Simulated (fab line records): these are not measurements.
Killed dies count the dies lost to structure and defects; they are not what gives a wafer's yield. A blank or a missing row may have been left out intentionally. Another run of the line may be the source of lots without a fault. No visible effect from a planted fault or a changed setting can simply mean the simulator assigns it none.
fab line records | flow n5-finfet
record lots=4 | wafers=12 | last-day=19
route steps=1938 shown BEOL_M3@979 BEOL_M4@1111 PASSIVATION@1936
lots that met no fault: from a run of the same line without faults
start-h: hours from the record's opening day to when the first of the lot's shown wafers began | wait-h: hours since the lot's step before | " same as the row above | L1.1+2: several wafers, shown together as one row | - no value, or no start given | * or withheld: withheld | < > ~ a bound
route shown NAME@n: names a module that has steps shown in the file, with the first one's number in the route | usual: mean and standard deviation over wafers with no fault | same: alike in all rows | chamber/n: place in a boat | sites: the reading at each site | _std_site: their standard deviation | _edge_site: the outer-site mean with the inner-site mean subtracted | radius-mm: for every site, how far away it sits from the centre of the wafer | mask NAME#n: copy n | behind: the tool/chamber that last shaped the wafer | hold: the reason the lot was held/the length of the hold in hours/how it ended | device: which transistor (n, p or np) failed to switch | end of line: tests of these same wafers at the route's end | for a step that has no rows: nothing shown but its recipe | killed: not the wafer's yield, but the dies lost to structure and defects at the first sort | map: the dies of a wafer, with x for killed, . for not killed, _ for no die there
set.NAME: the run value of the setting; set.NAME@STEP: its run value at that earlier step | model.NAME: the simulator's own value behind a step, which no gauge read
lots at some steps of the route; a table a step, a row a wafer
services: a tool's chamber out of use, with start hour (start-h, from the record's first day; less than 0 if before it), hours out, and reason
## steps
# step N5_BEOL_M3_STRIP_36
# recipe chemistry=N2/H2 | power-w=450 | temp-c=40 | pressure-mtorr=20 | rf-frequency-hz=6e+07 | overash-fraction=0.3 | bias-power-w=7 | h2-frac=0.5 | n2-flow-sccm=200 | h2-flow-sccm=200
# step N5_BEOL_M3_TRENCH_ETCH_37
# recipe chemistry=C4F6/O2 | target-depth-a=555.55 | target=SiOC | time-s=29.2 | ion-energy-ev=250 | pressure-mtorr=30 | source-w=355 | bias-w=185 | Ar_flow_sccm=300 | C4F6_flow_sccm=10 | O2_flow_sccm=10
# step N5_BEOL_M3_ETCH_41
# recipe chemistry=CH3F/O2 | target=SiCN | target-depth-a=299 | taper-deg=2 | time-s=52.5 | ion-energy-ev=120 | mask-material=TiN | pressure-mtorr=30 | source-w=395 | bias-w=75 | Ar_flow_sccm=150 | CH3F_flow_sccm=30 | O2_flow_sccm=20
# step N5_BEOL_M3_STRIP_97
# recipe chemistry=N2/H2 | time-s=10 | power-w=450 | temp-c=40 | pressure-mtorr=20 | rf-frequency-hz=6e+07 | bias-power-w=7 | n2-flow-sccm=200 | h2-flow-sccm=200
# step N5_BEOL_M3_HM_STRIP_39
# recipe chemistry=peroxide-tin-strip | material=TiN | target-depth-a=250 | temp-c=50 | time-s=158
# step N5_BEOL_M3_SRD_40
# recipe time-s=30 | temp-c=23 | rinse-liquid=diw | dry=ipa-marangoni
# step N5_BEOL_M3_PRECLEAN_42
# recipe chemistry=residue-remover | time-s=60 | temp-c=40
# step N5_BEOL_M3_SRD_43
# recipe time-s=30 | temp-c=23 | rinse-liquid=diw | dry=ipa-marangoni
# step N5_BEOL_M3_DEGAS_44
# recipe ambient=vacuum | temp-c=250 | time-s=60
# step N5_BEOL_M3_PRE_CLEAN_45
# recipe gas=H2/He | time-s=30 | temp-c=250
# step N5_BEOL_M3_ALD_84
# recipe material=TaN | target-thk-a=* | temp-c=275 | ald-precursor-family=PDMAT | ald-co-reactant=NH3 | pressure-torr=3 | carrier-flow-sccm=1500 | pulse-time-s=2 | purge-time-s=3 | co-reactant-purge-time-s=2 | co-reactant-pulse-time-s=3 | ald-cycles=30 | precursor-vessel-temp-c=75 | precursor-vessel-pressure-torr=26.25 | precursor-vessel-carrier-sccm=1000
# usual ald-cycles=30/0 | heater-power-w=430/51 | precursor-vessel-temp-c=74.99/0.13
# same co-reactant-purge-time-s=2
lot.wafer | tool         | chamber | start-h | wait-h | ald-cycles | heater-power-w | precursor-vessel-temp-c | model.TaN_of_BEOL_M3_ALD_84.thk-nm
L231.1    | ald-metal-01 | 1       | 182.09  | 0.2    | 30         | 501            | 75.10                   | *
L231.5    | "            | 1       | "       | "      | 30         | 495            | 74.94                   | *
L231.6    | "            | 2       | "       | "      | 30         | 449            | 74.95                   | *
L234.2    | ald-metal-01 | 3       | 201.19  | 0.1    | 20         | 460            | 74.97                   | *
L234.4    | "            | 0       | "       | "      | 30         | 392            | 74.88                   | *
L234.6    | "            | 3       | "       | "      | 20         | 453            | 75.13                   | *
L237.2    | ald-metal-01 | 0       | 215.88  | 0.2    | 30         | 393            | 74.89                   | *
L237.4    | "            | 2       | "       | "      | 30         | 440            | 74.77                   | *
L237.5    | "            | 3       | "       | "      | 20         | 458            | 74.88                   | *
L249.1    | ald-metal-01 | 2       | 294.49  | 0.0    | 30         | 450            | 75.22                   | *
L249.2    | "            | 0       | "       | "      | 30         | 382            | 75.12                   | *
L249.3    | "            | 3       | "       | "      | 30         | 446            | 74.96                   | *
# step N5_BEOL_M3_SURFACE_TREAT_85
# recipe gas=Ar | time-s=* | ion-energy-ev=* | ion-current-ma-cm2=0.5 | pressure-mtorr=* | ar-flow-sccm=30
# step N5_BEOL_M3_CVD_47
# recipe material=Co | target-thk-a=30 | temp-c=withheld | precursor=CCTBA/H2 | pressure-torr=30 | time-s=223.8
# step N5_BEOL_M3_SPUTTER_48
# recipe material=Cu | target-thk-a=45 | temp-c=-20 | chamber-pressure-pa=0.07 | power-w=withheld | time-s=8.29
# step N5_BEOL_M3_ANNEAL_49
# recipe temp-c=400 | time-s=240 | ambient=vacuum
# step N5_BEOL_M3_SPUTTER_79
# recipe material=Cu | target-thk-a=45 | temp-c=-20 | chamber-pressure-pa=0.07 | power-w=withheld | time-s=8.29
# step N5_BEOL_M3_ANNEAL_80
# recipe temp-c=400 | time-s=240 | ambient=vacuum
# step N5_BEOL_M3_SPUTTER_81
# recipe material=Cu | target-thk-a=45 | temp-c=-20 | chamber-pressure-pa=0.07 | power-w=withheld | time-s=8.29
# step N5_BEOL_M3_ANNEAL_82
# recipe temp-c=400 | time-s=240 | ambient=vacuum
# step N5_BEOL_M3_SPUTTER_86
# recipe material=Cu | target-thk-a=45 | temp-c=-20 | chamber-pressure-pa=0.07 | power-w=withheld | time-s=8.29
# step N5_BEOL_M3_ANNEAL_87
# recipe temp-c=400 | time-s=240 | ambient=vacuum
# step N5_BEOL_M3_SPUTTER_88
# recipe material=Cu | target-thk-a=45 | temp-c=-20 | chamber-pressure-pa=0.07 | power-w=withheld | time-s=8.29
# step N5_BEOL_M3_ANNEAL_89
# recipe temp-c=400 | time-s=240 | ambient=vacuum
# step N5_BEOL_M3_SPUTTER_90
# recipe material=Cu | target-thk-a=45 | temp-c=-20 | chamber-pressure-pa=0.07 | power-w=withheld | time-s=8.29
# step N5_BEOL_M3_ANNEAL_91
# recipe temp-c=400 | time-s=240 | ambient=vacuum
# step N5_BEOL_M3_SPUTTER_92
# recipe material=Cu | target-thk-a=45 | temp-c=-20 | chamber-pressure-pa=0.07 | power-w=withheld | time-s=8.29
# step N5_BEOL_M3_ANNEAL_93
# recipe temp-c=400 | time-s=240 | ambient=vacuum
# step N5_BEOL_M3_SPUTTER_94
# recipe material=Cu | target-thk-a=45 | temp-c=-20 | chamber-pressure-pa=0.07 | power-w=withheld | time-s=8.29
# step N5_BEOL_M3_ANNEAL_95
# recipe temp-c=400 | time-s=240 | ambient=vacuum
# step N5_BEOL_M3_SPUTTER_96
# recipe material=Cu | target-thk-a=45 | temp-c=-20 | chamber-pressure-pa=0.07 | power-w=withheld | time-s=8.29
# step N5_BEOL_M3_ECD_50
# recipe material=Cu | target-thk-a=3000
# step N5_BEOL_M3_ANNEAL_51
# recipe temp-c=225 | time-s=90 | ambient=N2
# step N5_BEOL_M3_CMP_52
# recipe stop-on=SiOC | t-overpolish-s=6.8 | down-force-psi=1 | platen-rpm=50 | clearing-platen-down-force-psi=1.5 | clearing-platen-rpm=50 | post-cmp-clean=cu-alkaline | target-thk-nm=40 | clearing-platen-pad-velocity-m-s=0.99484 | pad-velocity-m-s=0.99484
# step N5_BEOL_M3_PRE_CLEAN_60
# recipe gas=NH3/H2 | time-s=15 | temp-c=* | rf-power-w=300
# step N5_BEOL_M3_CO_CAP_55
# recipe material=Co | target-thk-a=20 | temp-c=200 | precursor=CCTBA/H2 | pressure-torr=30 | time-s=102.1
# step N5_BEOL_M3_PRE_CLEAN_56
# recipe gas=NH3 | time-s=15 | temp-c=withheld | rf-power-w=300
# step N5_BEOL_M3_DEP_57
# recipe material=SiCN | target-thk-a=80 | temp-c=withheld | precursor=3MS/NH3 | pressure-torr=3 | rf-w=202 | time-s=14
# step N5_BEOL_M4_RC_MEAS_101
# usual CHAIN_V2=230/9 | CHAIN_V2_max_site=238/10 | COMB_M3=5.7e-11/1e-11 | COMB_M3_max_site=8e-11/1.7e-11 | DIBL_N=36.3/1.7 | DIBL_P=36.5/2.1 | IOFF_N=0.16/0.03 | IOFF_P=0.22/0.035 | ION_N=675/11 | ION_P=465/7.1 | SS_N=71.5/0.62 | SS_P=73.3/0.64 | VT_N=250/3.1 | VT_P=-249.1/3
lot.wafer | tool      | chamber | start-h | wait-h | CHAIN_V2[ohm/link] | CHAIN_V2_max_site[ohm/link] | COMB_M3[S/m] | COMB_M3_max_site[S/m] | DIBL_N[mV/V] | DIBL_P[mV/V] | IOFF_N[nA/um] | IOFF_P[nA/um] | ION_N[uA/um] | ION_P[uA/um] | SS_N[mV/dec] | SS_P[mV/dec] | VT_N[mV] | VT_P[mV]
L231.1    | prober-01 | 0       | 195.23  | 0.0    | 225                | 235                         | 4.4e-11      | 6.6e-11               | 37.6         | 38.8         | 0.19          | 0.23          | 697          | 468          | 72.1         | 74.1         | 246      | -250.9
L231.5    | "         | 0       | "       | "      | 220                | 228                         | 6.9e-11      | 8.2e-11               | 38.3         | 38.9         | 0.20          | 0.24          | 694          | 470          | 71.4         | 74.3         | 246      | -249.7
L231.6    | "         | 0       | "       | "      | 212                | 221                         | 4.1e-11      | 6.3e-11               | 35.1         | 35.7         | 0.16          | 0.19          | 688          | 470          | 71.7         | 73.1         | 248      | -254.5
L234.2    | prober-01 | 0       | 216.71  | 0.2    | 178                | 184                         | 1.91e-10     | 2.3e-10               | 35.6         | 36.1         | 0.15          | 0.22          | 670          | 463          | 70.4         | 73.2         | 248      | -249.2
L234.4    | "         | 0       | "       | "      | 236                | 251                         | 6.4e-11      | 9.1e-11               | 36.5         | 37.2         | 0.16          | 0.22          | 686          | 474          | 71.4         | 73.6         | 251      | -247.3
L234.6    | "         | 0       | "       | "      | 177                | 181                         | 2.2e-10      | 2.7e-10               | 35.4         | 36.2         | 0.15          | 0.21          | 678          | 466          | 71.2         | 73.8         | 249      | -248.2
L237.2    | prober-02 | 0       | 226.60  | 0.2    | 248                | 264                         | 5.6e-11      | 8e-11                 | 35.6         | 33.2         | 0.14          | 0.18          | 665          | 456          | 70.7         | 73.3         | 250      | -251.6
L237.4    | "         | 0       | "       | "      | 235                | 244                         | 6.9e-11      | 8.2e-11               | 35.3         | 34.0         | 0.12          | 0.19          | 663          | 466          | 71.8         | 73.2         | 252      | -247.7
L237.5    | "         | 0       | "       | "      | 190                | 198                         | 2.01e-10     | 2.44e-10              | 32.5         | 31.1         | 0.10          | 0.15          | 662          | 466          | 69.9         | 72.9         | 254      | -252.9
L249.1    | prober-02 | 0       | 332.04  | 0.0    | 234                | 238                         | 5.8e-11      | 9.6e-11               | 35.3         | 37.3         | 0.16          | 0.22          | 697          | 477          | 71.7         | 73.4         | 247      | -247.2
L249.2    | "         | 0       | "       | "      | 240                | 242                         | 5.5e-11      | 6.9e-11               | 37.0         | 38.8         | 0.19          | 0.24          | 684          | 466          | 71.6         | 73.7         | 247      | -247.8
L249.3    | "         | 0       | "       | "      | 227                | 237                         | 6.2e-11      | 8.9e-11               | 36.2         | 38.5         | 0.17          | 0.26          | 688          | 474          | 71.9         | 74.0         | 247      | -246.5
# sites CHAIN_V2 radius-mm=0,75,75,75,75,140,140,140,140
L231.1 211 221 227 221 222 229 235 233 225
L234.2 184 184 179 184 178 178 178 172 173
L237.2 248 264 248 255 259 241 231 237 240
L249.1 230 235 234 238 235 230 235 229 233
# sites COMB_M3 radius-mm=0,75,75,75,75,140,140,140,140
L231.1 4.4e-11 4.7e-11 3.4e-11 3.5e-11 5.6e-11 6.6e-11 3.1e-11 4.2e-11 6.1e-11
L234.2 1.34e-10 1.39e-10 2e-10 1.91e-10 2.3e-10 1.98e-10 1.63e-10 1.88e-10 2.26e-10
L237.2 5.1e-11 4.9e-11 4.8e-11 8e-11 7e-11 7.8e-11 6.5e-11 4.7e-11 5.6e-11
L249.1 5.8e-11 4.7e-11 5.6e-11 7.2e-11 5.8e-11 5.7e-11 9.6e-11 5.9e-11 5.4e-11
# step N5_PASSIVATION_PROBE_49
# usual defect-limited-yield=91.2/1.4 | killed_at_M0_to_M3=36/10 | killed_at_M4_up=13/5.1 | killed-at-contacts=12/5.4 | killed-at-front-end=39/11 | killed-at-other=3.5/2.4 | killed-dies=104/17 | killed-on-rim=14/3.8 | killed-open=67/13 | killed-short=36/8.3 | sort_bin_4_leakage=0/0 | sort_bin_5_function=5.2/0.98 | sort_bin_6_memory=3.3/0.68 | sort_bin_8_speed=0/0 | sort-n-pass=1076/17 | sort-yield-pct=91.2/1.4
# same gross-dies=1180 | killed-at-back-side=0
lot.wafer | tool      | chamber | start-h | wait-h | defect-limited-yield[%] | killed_at_M0_to_M3 | killed_at_M4_up | killed-at-contacts | killed-at-front-end | killed-at-other | killed-dies | killed-on-rim | killed-open | killed-short | sort_bin_4_leakage[%] | sort_bin_5_function[%] | sort_bin_6_memory[%] | sort_bin_8_speed[%] | sort-n-pass | sort-yield-pct[%]
L231.1    | prober-02 | -       | 280.17  | 0.0    | 91.5                    | 43                 | 17              | 3                  | 35                  | 2               | 100         | 13            | 62          | 37           | 0                     | 5.3                    | 2.9                  | 0                   | 1080        | 91.5
L231.5    | prober-02 | -       | 280.37  | 0.2    | 93.2                    | 18                 | 7               | 10                 | 40                  | 5               | 80          | 7             | 47          | 32           | 0                     | 4.2                    | 2.3                  | 0                   | 1100        | 93.2
L231.6    | prober-02 | -       | 280.42  | 0.3    | 92.0                    | 30                 | 12              | 20                 | 32                  | 0               | 94          | 11            | 69          | 25           | 0                     | 4.7                    | 3.1                  | 0                   | 1086        | 92.0
L234.2    | prober-01 | -       | 303.77  | 0.1    | 79.1                    | 149                | 21              | 17                 | 60                  | 0               | 247         | 29            | 100         | 46           | 8.47                  | 7.4                    | 4.7                  | 0                   | 933         | 79.1
L234.4    | prober-01 | -       | 303.87  | 0.2    | 89.5                    | 42                 | 11              | 11                 | 57                  | 3               | 124         | 19            | 80          | 44           | 0                     | 7.2                    | 3.1                  | 0                   | 1056        | 89.5
L234.6    | prober-01 | -       | 303.97  | 0.3    | 81.0                    | 146                | 10              | 14                 | 45                  | 9               | 224         | 28            | 85          | 52           | 7.29                  | 7.6                    | 3.6                  | 0                   | 956         | 81.0
L237.2    | prober-01 | -       | 319.65  | 0.1    | 90.6                    | 48                 | 9               | 16                 | 35                  | 3               | 111         | 12            | 66          | 44           | 0                     | 5.0                    | 4.0                  | 0                   | 1069        | 90.6
L237.4    | prober-01 | -       | 319.75  | 0.2    | 90.2                    | 42                 | 17              | 15                 | 39                  | 3               | 116         | 17            | 72          | 44           | 0                     | 6.5                    | 3.1                  | 0                   | 1064        | 90.2
L237.5    | prober-01 | -       | 319.80  | 0.2    | 83.9                    | 123                | 17              | 15                 | 31                  | 4               | 190         | 31            | 77          | 29           | 6.78                  | 5.7                    | 3.3                  | 0.08                | 990         | 83.9
L249.1    | prober-01 | -       | 458.31  | 0.0    | 90.8                    | 37                 | 10              | 8                  | 49                  | 5               | 109         | 15            | 75          | 34           | 0                     | 5.1                    | 3.8                  | 0                   | 1071        | 90.8
L249.2    | prober-01 | -       | 458.36  | 0.1    | 91.8                    | 42                 | 5               | 12                 | 34                  | 4               | 97          | 14            | 69          | 28           | 0                     | 5.5                    | 2.4                  | 0                   | 1083        | 91.8
L249.3    | prober-01 | -       | 458.41  | 0.1    | 89.9                    | 36                 | 19              | 24                 | 34                  | 6               | 119         | 11            | 83          | 35           | 0                     | 6.7                    | 3.3                  | 0                   | 1061        | 89.9
# killed by level:class
L231.1 BEOL_M0_SAQP:geometric-particle:open=14 BEOL_M0_SAQP:geometric-particle:short=12 FIN_SAQP:geometric-particle:open=9 BEOL_M4:geometric-particle:open=7 FIN_SAQP:geometric-particle:short=6 STI_FIN_REVEAL:geometric-particle:open=5 BEOL_M2:geometric-particle:open=5 BEOL_M3:geometric-particle:open=5
L231.5 MOL_CONTACT_COAG:geometric-particle:open=8 BEOL_M0_SAQP:geometric-particle:short=6 GATE_CUT:geometric-particle:short=6 FIN_SAQP:geometric-particle:open=5 FIN_SAQP:geometric-particle:short=5 BEOL_M4:geometric-particle:open=5 STI_FIN_REVEAL:geometric-particle:open=4 BEOL_M0_SAQP:geometric-particle:open=4
L231.6 MOL_CONTACT_COAG:geometric-particle:open=18 BEOL_M0_SAQP:geometric-particle:open=7 STI_FIN_REVEAL:geometric-particle:open=6 GATE_CUT:geometric-particle:short=6 BEOL_M2:geometric-particle:open=6 FIN_SAQP:geometric-particle:short=5 BEOL_M0_SAQP:geometric-particle:short=5 BEOL_M8:geometric-particle:open=5
L234.2 M3:area-ald=100 BEOL_M0_SAQP:geometric-particle:open=21 FIN_SAQP:geometric-particle:open=15 STI_FIN_REVEAL:geometric-particle:open=15 MOL_CONTACT_COAG:geometric-particle:open=15 BEOL_M0_SAQP:geometric-particle:short=13 FIN_SAQP:geometric-particle:short=11 BEOL_M4:geometric-particle:open=10
L234.4 FIN_SAQP:geometric-particle:open=14 BEOL_M0_SAQP:geometric-particle:short=13 STI_FIN_REVEAL:geometric-particle:open=11 FIN_SAQP:geometric-particle:short=10 DUMMY_GATE:geometric-particle:open=7 BEOL_M2:geometric-particle:open=7 MOL_CONTACT_COAG:geometric-particle:open=7 BEOL_M3:geometric-particle:open=6
L234.6 M3:area-ald=86 BEOL_M0_SAQP:geometric-particle:short=18 BEOL_M3:geometric-particle:open=12 FIN_SAQP:geometric-particle:short=11 BEOL_M0_SAQP:geometric-particle:open=11 MOL_CONTACT_COAG:geometric-particle:open=10 FIN_SAQP:geometric-particle:open=8 BEOL_M1:geometric-particle:open=7
L237.2 BEOL_M0_SAQP:geometric-particle:short=18 MOL_CONTACT_COAG:geometric-particle:open=13 BEOL_M0_SAQP:geometric-particle:open=12 FIN_SAQP:geometric-particle:open=7 FIN_SAQP:geometric-particle:short=7 DUMMY_GATE:geometric-particle:open=6 BEOL_M3:geometric-particle:open=6 GATE_CUT:geometric-particle:short=5
L237.4 FIN_SAQP:geometric-particle:short=16 BEOL_M0_SAQP:geometric-particle:open=16 BEOL_M0_SAQP:geometric-particle:short=12 MOL_CONTACT_COAG:geometric-particle:open=11 FIN_SAQP:geometric-particle:open=8 BEOL_M4:geometric-particle:open=8 STI_FIN_REVEAL:geometric-particle:open=7 BEOL_M3:geometric-particle:open=7
L237.5 M3:area-ald=80 BEOL_M0_SAQP:geometric-particle:short=16 BEOL_M0_SAQP:geometric-particle:open=15 MOL_CONTACT_COAG:geometric-particle:open=14 STI_FIN_REVEAL:geometric-particle:open=9 BEOL_M4:geometric-particle:open=9 FIN_SAQP:geometric-particle:open=7 GATE_CUT:geometric-particle:short=4
L249.1 BEOL_M0_SAQP:geometric-particle:open=15 FIN_SAQP:geometric-particle:short=13 BEOL_M2:geometric-particle:open=10 DUMMY_GATE:geometric-particle:open=7 FIN_SAQP:geometric-particle:open=6 MOL_CONTACT_COAG:geometric-particle:open=6 STI_FIN_REVEAL:geometric-particle:open=5 BEOL_M0_SAQP:geometric-particle:short=5
L249.2 STI_FIN_REVEAL:geometric-particle:open=12 BEOL_M2:geometric-particle:open=12 BEOL_M0_SAQP:geometric-particle:short=9 BEOL_M0_SAQP:geometric-particle:open=8 BEOL_M3:geometric-particle:open=8 MOL_CONTACT_COAG:geometric-particle:open=7 DUMMY_GATE:geometric-particle:open=6 MOL_CONTACT_COAG:geometric-particle:short=5
L249.3 MOL_CONTACT_COAG:geometric-particle:open=23 BEOL_M2:geometric-particle:open=12 BEOL_M4:geometric-particle:open=8 STI_FIN_REVEAL:geometric-particle:open=6 BEOL_M0_SAQP:geometric-particle:short=6 BEOL_M0_SAQP:geometric-particle:open=5 FIN_SAQP:geometric-particle:open=4 FIN_SAQP:geometric-particle:short=4
# map L234.2 (x killed, . not)
_________________..x...x..xx.________________
______________.......xxx.....x.._____________
___________x.................x..xx.__________
__________.......x........xx.....x.._________
________..x.xx.......x................_______
_______..........x..x...x....xx..xx....______
______..xx........x.x.x...........x.xx.._____
_____...xx.....x.....x......xx.......xx..____
____......x...x...........................___
___..x........x.x..x.......xx....x....x.x..__
___.xx.xx.x..........x.x..x.....x.x..x.x.x.__
__...x......x......x..xxx...x......xx...x..._
__....xx..x.....x....x..x........x..x....x.._
_.x......x.............x.x............x.xxx.x
_.x..x..x..x...............xxx....xx....x.x..
_........x.....x.xx....x...x....x....xx...x.x
_x....x.......xx.....x....x..x....x....x.....
_xx......xx..x..x..............x..x...x...xx.
_.xx.x..........x........xx...............x..
_.....x...x....x..xx.....x....x..x.x.x...x...
_.....xx....x...x...x..x...x.x.x.x......x....
__..x....xx..x.....x.xx...xx........x....x.._
__x..x.....xx............x.........x........_
___xx....x....x.........x.....x..x.....x...__
___x..x....................................__
____..........x.x......xx...xx........x..x___
_____.x.x.......x.x..x....x....x..xxx..x.____
______xxx.......xxx...x....xxx.......x.._____
_______........xx....x.x....x.....x....______
________xx............xx........x....._______
__________..............xx.x........_________
___________.x.x...x.....xx.........__________
______________.........x...x...x_____________
_________________..x.....x...________________
# map L237.5 (x killed, . not)
_________________...xx.......________________
______________.....x...x..x....._____________
___________..xx....x...............__________
__________....xx......x.......x....._________
________.........x.......x....x.....x._______
_______.x............x.....x........x..______
______..xx.............................._____
_____x....x.x....x.x...........x.......x.____
____...........x......xx...x.......x...x..___
___.x...x......x....x.....x..x...x.......x.__
___...........x..x.xx......................__
__......x....x...x..x...........xx......x..x_
__............xx...x.x...........x........x._
_...............x...x..x...x................x
_x.............x........x....................
_x........x................x.............x..x
_xx.x.....x.x.....x.........xx........xxx....
_.x...x......x...........................x..x
_.....xx......x.x......xx....x.............x.
_.x...x................xx......x...x.x..xx..x
_x..xx...x......x....xx..............x...xx..
__................x.....x.....x.xx.........._
__.....x......x......xx.xx....x....x....x..._
___..x......x..x.x.................x....x..__
___............xx.............x.......x....__
____.........x.x.xx..........x...x..xx..x.___
_____....x............xx.......x.....x...____
______x...x.....................x.....x._____
_______..x.x.xxx............xx..x..x...______
________x..xxx.........x.....x......x._______
__________.x.x.........x........x..x_________
___________.x........x.....x.....xx__________
______________.......xx........._____________
_________________...x....x...________________
## services
tool         | chamber | start-h | hours | kind
ald-metal-01 | -       | 163.67  | 0.3   | repair
ald-metal-01 | 2       | 253.05  | -     | calibration
## key
first-sign step=N5_BEOL_M3_ALD_84 | reading=ald-cycles | direction=down | sigmas=99+ | usual=* | struck=*
effect step=N5_BEOL_M4_RC_MEAS_101 | reading=COMB_M3 | direction=up | sigmas=14 | usual=5.7e-11 | struck=2.04e-10
effect step=N5_BEOL_M4_RC_MEAS_101 | reading=CHAIN_V2 | direction=down | sigmas=5.3 | usual=230 | struck=182
effect step=N5_BEOL_M4_RC_MEAS_101 | reading=COMB_M3_max_site | direction=up | sigmas=9.7 | usual=8e-11 | struck=2.48e-10
effect step=N5_BEOL_M4_RC_MEAS_101 | reading=CHAIN_V2_max_site | direction=down | sigmas=5 | usual=238 | struck=188
effect step=N5_PASSIVATION_PROBE_49 | reading=sort_bin_4_leakage | direction=up | sigmas=89 | usual=0 | struck=7.51
model-effect step=N5_BEOL_M3_ALD_84 | value=TaN_of_BEOL_M3_ALD_84.thk-nm | without=* | struck=*
more-kills-born-at N5_BEOL_M3_ALD_84@ald-metal-01=266
met-at N5_BEOL_M3_ALD_84
struck-wafers L234.2,L234.6,L237.5
fault kind=process-parameter-drift | tool=ald-metal-01 | chamber=3 | onset-h=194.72 | steps=N5_BEOL_M3_ALD_84 | channel=ald-cycles | offset=* | shape=step | end-h=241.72 | acts-in=* | stated=*
